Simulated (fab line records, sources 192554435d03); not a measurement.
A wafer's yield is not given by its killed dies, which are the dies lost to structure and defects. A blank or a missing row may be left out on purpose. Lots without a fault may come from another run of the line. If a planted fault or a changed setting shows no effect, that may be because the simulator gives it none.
Which tool is to blame? || flow n5Finfet || Sampling: 8 lots, 24 wafers, 5 of 1938 route steps

WHAT THE GAUGES SHOWED, per wafer
N5_BEOL_M2_OCD_MEAS_38.
{"lot": "L693", "measured": "day 8 18:47", "on": "ocd-02", "trenchDepthNm (nm)": "55.9 56.4 55.7"}
{"lot": "L692", "measured": "day 8 18:55", "on": "ocd-01", "trenchDepthNm (nm)": "55.4 53.7 54.0"}
{"lot": "L695", "measured": "day 9 04:26", "on": "ocd-01", "trenchDepthNm (nm)": "52.1 49.4 52.0"}
{"lot": "L698", "measured": "day 10 00:40", "on": "ocd-02", "trenchDepthNm (nm)": "51.4 52.1 52.7"}
{"lot": "L707", "measured": "day 12 04:56", "on": "ocd-02", "trenchDepthNm (nm)": "54.3 55.0 54.2"}
{"lot": "L706", "measured": "day 12 05:02", "on": "ocd-02", "trenchDepthNm (nm)": "56.5 57.5 54.2"}
{"lot": "L705", "measured": "day 12 13:45", "on": "ocd-01", "trenchDepthNm (nm)": "55.9 56.1 54.8"}
{"lot": "L708", "measured": "day 12 23:03", "on": "ocd-02", "trenchDepthNm (nm)": "55.5 55.8 55.4"}

WHAT TOOL EACH LOT RAN ON (gives the tool, then ch and the chambers of the sampled wafers, and finally the start)
{"lot": "L693", "N5_BEOL_M2_DESCUM_33": "rieDiel-01 ch 1,2, day 8 13:59", "N5_BEOL_M2_ETCH_69": "rieDiel-01 ch 1,2, day 8 14:02", "N5_BEOL_M2_ETCH_70": "rieDiel-01 ch 2,3, day 8 18:25", "N5_BEOL_M2_TRENCH_ETCH_37": "rieDiel-01 ch 2,3, day 8 18:38"}
{"lot": "L692", "N5_BEOL_M2_DESCUM_33": "rieDiel-01 ch 0,1, day 8 14:14", "N5_BEOL_M2_ETCH_69": "rieDiel-01 ch 0,1, day 8 14:17", "N5_BEOL_M2_ETCH_70": "rieDiel-02 ch 1,3, day 8 18:33", "N5_BEOL_M2_TRENCH_ETCH_37": "rieDiel-02 ch 1,3, day 8 18:46"}
{"lot": "L695", "N5_BEOL_M2_DESCUM_33": "rieDiel-02 ch 1,2,3, day 9 01:21", "N5_BEOL_M2_ETCH_69": "rieDiel-02 ch 1,2,3, day 9 01:24", "N5_BEOL_M2_ETCH_70": "rieDiel-01 ch 0,1, day 9 04:04", "N5_BEOL_M2_TRENCH_ETCH_37": "rieDiel-01 ch 0,1, day 9 04:16"}
{"lot": "L698", "N5_BEOL_M2_DESCUM_33": "rieDiel-01 ch 1,2, day 9 23:22", "N5_BEOL_M2_ETCH_69": "rieDiel-01 ch 1,2, day 9 23:25", "N5_BEOL_M2_ETCH_70": "rieDiel-01 ch 1,2,3, day 10 00:18", "N5_BEOL_M2_TRENCH_ETCH_37": "rieDiel-01 ch 1,2,3, day 10 00:31"}
{"lot": "L707", "N5_BEOL_M2_DESCUM_33": "rieDiel-02 ch 0,1,3, day 11 18:42", "N5_BEOL_M2_ETCH_69": "rieDiel-02 ch 0,1,3, day 11 18:45", "N5_BEOL_M2_ETCH_70": "rieDiel-02 ch 0,1,3, day 12 04:35", "N5_BEOL_M2_TRENCH_ETCH_37": "rieDiel-02 ch 0,1,3, day 12 04:47"}
{"lot": "L706", "N5_BEOL_M2_DESCUM_33": "rieDiel-06 ch 0,2,3, day 11 22:52", "N5_BEOL_M2_ETCH_69": "rieDiel-06 ch 0,2,3, day 11 22:55", "N5_BEOL_M2_ETCH_70": "rieDiel-01 ch 0,1,2, day 12 04:40", "N5_BEOL_M2_TRENCH_ETCH_37": "rieDiel-01 ch 0,1,2, day 12 04:52"}
{"lot": "L705", "N5_BEOL_M2_DESCUM_33": "rieDiel-01 ch 0,1,2, day 12 06:22", "N5_BEOL_M2_ETCH_69": "rieDiel-01 ch 0,1,2, day 12 06:25", "N5_BEOL_M2_ETCH_70": "rieDiel-06 ch 0,2, day 12 13:23", "N5_BEOL_M2_TRENCH_ETCH_37": "rieDiel-06 ch 0,2, day 12 13:35"}
{"lot": "L708", "N5_BEOL_M2_DESCUM_33": "rieDiel-06 ch 0,3, day 12 11:01", "N5_BEOL_M2_ETCH_69": "rieDiel-06 ch 0,3, day 12 11:04", "N5_BEOL_M2_ETCH_70": "rieDiel-01 ch 1,2, day 12 22:41", "N5_BEOL_M2_TRENCH_ETCH_37": "rieDiel-01 ch 1,2, day 12 22:54"}
- N5_BEOL_M2_DESCUM_33: chemistry O2, time 7 s.
- N5_BEOL_M2_ETCH_69: etches SiARC in CF4, target depth 15.6 nm, time 26 s.
- N5_BEOL_M2_ETCH_70: etches SOC in N2/H2, target depth 80 nm, overetch 24 nm, time 130 s.
- N5_BEOL_M2_TRENCH_ETCH_37: etches SiOC in C4F6/O2, target depth 55.555 nm, time 29.2 s.

THE ANSWER, worked out from the rows above alone
Rule: the lots themselves supply what counts as usual. The widest of any qualifying gaps counts: lots, ordered by their means at a reading, are off when they make up no more than a third of the lots, leave a main group of 4 or more, and stand apart from it by 3 or more times the standard deviation of that group's means. The tables above print the reading to a certain number of digits; a main group whose means all agree to those digits is not used. A lot without any number at a reading at which 4 lots or more have one is off too. Where the step has rows for the other lots, those lots are counted as sound.
Off: L695, L698, at N5_BEOL_M2_OCD_MEAS_38 (trenchDepthNm). Mean 55.4 nm and standard deviation 0.68 in the main group.
A tool fits if, at a process step before that reading, it ran every lot that is off, and no sound lot after the first of them. Gauges at N5_BEOL_M2_OCD_MEAS_38: tried the same way as those tools. Of those tried, none fits.

WHAT THE SIMULATOR PUT IN
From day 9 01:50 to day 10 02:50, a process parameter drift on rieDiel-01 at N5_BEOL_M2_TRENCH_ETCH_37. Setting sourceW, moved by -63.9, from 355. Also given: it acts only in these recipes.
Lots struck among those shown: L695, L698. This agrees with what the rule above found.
